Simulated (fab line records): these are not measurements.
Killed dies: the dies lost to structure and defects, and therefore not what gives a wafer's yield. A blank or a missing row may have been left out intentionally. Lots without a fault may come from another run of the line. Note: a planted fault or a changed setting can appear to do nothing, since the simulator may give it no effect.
Matching of chambers || flow nand-harc || NHARC_A_WL_FILL_CMP_12 on cmp-04 has 4 sister chambers
The step polishes, t overpolish 30 s, target thk 100 nm. 8 wafers are shown with their chamber, then 8 later ones without.

EACH WAFER AND ITS CHAMBER
{"wafer": "L468.4", "chamber": 0, "motor-current-A (A)": 12.8, "overpolish-run-s (s)": 30.000}
{"wafer": "L470.1", "chamber": 1, "motor-current-A (A)": 11.3, "overpolish-run-s (s)": 29.996}
{"wafer": "L470.2", "chamber": 2, "motor-current-A (A)": 11.9, "overpolish-run-s (s)": 30.005}
{"wafer": "L470.6", "chamber": 0, "motor-current-A (A)": 13.6, "overpolish-run-s (s)": 29.985}
{"wafer": "L473.1", "chamber": 3, "motor-current-A (A)": 11.8, "overpolish-run-s (s)": 29.994}
{"wafer": "L473.2", "chamber": 1, "motor-current-A (A)": 11.2, "overpolish-run-s (s)": 30.011}
{"wafer": "L473.6", "chamber": 2, "motor-current-A (A)": 11.5, "overpolish-run-s (s)": 29.999}
{"wafer": "L476.1", "chamber": 3, "motor-current-A (A)": 12.0, "overpolish-run-s (s)": 30.007}

WAFERS WHOSE CHAMBER IS MISSING
{"wafer": "L476.4", "motor-current-A (A)": 12.7, "overpolish-run-s (s)": 30.022}
{"wafer": "L476.5", "motor-current-A (A)": 13.7, "overpolish-run-s (s)": 29.996}
{"wafer": "L478.1", "motor-current-A (A)": 12.1, "overpolish-run-s (s)": 29.989}
{"wafer": "L478.5", "motor-current-A (A)": 12.8, "overpolish-run-s (s)": 30.001}
{"wafer": "L478.6", "motor-current-A (A)": 11.3, "overpolish-run-s (s)": 29.991}
{"wafer": "L481.1", "motor-current-A (A)": 11.2, "overpolish-run-s (s)": 30.009}
{"wafer": "L481.2", "motor-current-A (A)": 11.7, "overpolish-run-s (s)": 30.002}
{"wafer": "L481.6", "motor-current-A (A)": 11.2, "overpolish-run-s (s)": 30.009}

THE CHAMBER EACH PASSED THROUGH
{"wafer": "L476.4", "from the rows above": "can't be placed: 3 or 0 or 2 or 1", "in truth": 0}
{"wafer": "L476.5", "from the rows above": 0, "in truth": 0}
{"wafer": "L478.1", "from the rows above": "can't be placed: 3 or 2 or 1 or 0", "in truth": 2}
{"wafer": "L478.5", "from the rows above": "can't be placed: 0 or 3 or 2", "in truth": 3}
{"wafer": "L478.6", "from the rows above": "can't be placed: 1 or 2 or 3", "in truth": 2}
{"wafer": "L481.1", "from the rows above": "can't be placed: 1 or 2 or 3", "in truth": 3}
{"wafer": "L481.2", "from the rows above": "can't be placed: 2 or 3 or 1", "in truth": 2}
{"wafer": "L481.6", "from the rows above": "can't be placed: 1 or 2 or 3", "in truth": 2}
Placed correctly: 1 of 8. These rows do not allow placing 7 (true chamber among the candidates in 7). Number placed wrongly: 0.
How it was worked out, from the rows above alone: a wafer's distance from a chamber is the root of the sum, over the readings, of the square of ((its reading less the chamber's mean) divided by the reading's scatter). The wafer belongs to the nearest chamber; if the next one is less than 2 further off, it can't be placed. A chamber's mean is the mean of its shown wafers. The scatter: take each reading less its chamber's mean, square it, sum over the shown wafers, divide by the number of wafers less the number of chambers, and take the root.
